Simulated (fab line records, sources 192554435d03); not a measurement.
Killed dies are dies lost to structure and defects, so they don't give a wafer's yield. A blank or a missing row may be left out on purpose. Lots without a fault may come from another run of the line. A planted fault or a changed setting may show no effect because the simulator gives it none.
One fault seen from 2 desks | flow n5_finfet | each desk has only its own numbers; what lay behind them comes last

THE TOOL OWNER'S DESK: rie_diel-05
The tool's own readings at N5_DUMMY_GATE_ETCH_42 (etches SiO2 in CHF3/O2, target depth 3.5 nm, time 31 s): means of the sampled wafers that have a number, for each lot that ran on this tool. A lot is out of limits, marked OUT, if its mean lies more than 4 standard deviations from the usual mean; the brackets give that distance.
Columns: A = bias_w at N5_DUMMY_GATE_ETCH_42, usual 12.00 W; B = drypump_motor_current_A at N5_DUMMY_GATE_ETCH_42, usual 5.8 A; C = oes_product_au at N5_DUMMY_GATE_ETCH_42, usual 0.81 a.u.; D = rf_fwd_power_W at N5_DUMMY_GATE_ETCH_42, usual 595.5 W; E = rf_vpp_V at N5_DUMMY_GATE_ETCH_42, usual 42.4 V; F = showerhead_plenum_p_Torr at N5_DUMMY_GATE_ETCH_42, usual 2.39 Torr; G = throttle_valve_pct at N5_DUMMY_GATE_ETCH_42, usual 18.75 %
lot  | first seen here | A     | B   | C    | D     | E    | F    | G
L899 | day 3 08:22     | 12.02 | 5.7 | 0.83 | 595.2 | 43.2 | 2.31 | 18.68
L902 | day 4 00:15     | 11.94 | 5.7 | 1.09 | 595.6 | 42.0 | 2.29 | 18.99
L905 | day 4 18:58     | 12.00 | 5.6 | 0.93 | 594.2 | 42.6 | 2.41 | 18.93
L906 | day 4 22:04     | 12.03 | 5.8 | 0.98 | 595.6 | 43.1 | 2.38 | 18.68
This desk's finding: nothing out of limits on any of the 4 lots.

THE METROLOGY DESK
What the gauges read, lot by lot, whatever tool the lot ran on: means of the sampled wafers that have a number. A lot is out of limits, marked OUT, if its mean lies more than 4 standard deviations from the usual mean; the brackets give that distance. Of its 10 readings 7 are shown: those that lie furthest out on some lot.
Columns: A = DIBL_N at N5_BEOL_M4_RC_MEAS_101, usual 36.2 mV/V; B = IOFF_N at N5_BEOL_M4_RC_MEAS_101, usual 0.16 nA/um; C = IOFF_P at N5_BEOL_M4_RC_MEAS_101, usual 0.22 nA/um; D = ION_N at N5_BEOL_M4_RC_MEAS_101, usual 675 uA/um; E = ION_P at N5_BEOL_M4_RC_MEAS_101, usual 465 uA/um; F = VT_N at N5_BEOL_M4_RC_MEAS_101, usual 250 mV; G = VT_P at N5_BEOL_M4_RC_MEAS_101, usual -249 mV
lot  | first seen here | A    | B    | C    | D   | E   | F   | G
L899 | day 8 23:37     | 34.3 | 0.13 | 0.23 | 659 | 467 | 253 | -246
L902 | day 9 07:36     | 33.7 | 0.10 | 0.16 | 650 | 453 | 256 | -254
L906 | day 9 21:23     | 37.2 | 0.19 | 0.27 | 689 | 473 | 246 | -245
L905 | day 10 09:52    | 36.5 | 0.16 | 0.26 | 674 | 472 | 248 | -244
L921 | day 14 03:17    | 33.8 | 0.12 | 0.16 | 670 | 455 | 256 | -255
This desk's finding: nothing out of limits on any of the 5 lots.

PUT TOGETHER
The tool owner's desk saw nothing out of limits.
The metrology desk saw nothing out of limits.

WHAT THE SIMULATOR HAD PUT IN
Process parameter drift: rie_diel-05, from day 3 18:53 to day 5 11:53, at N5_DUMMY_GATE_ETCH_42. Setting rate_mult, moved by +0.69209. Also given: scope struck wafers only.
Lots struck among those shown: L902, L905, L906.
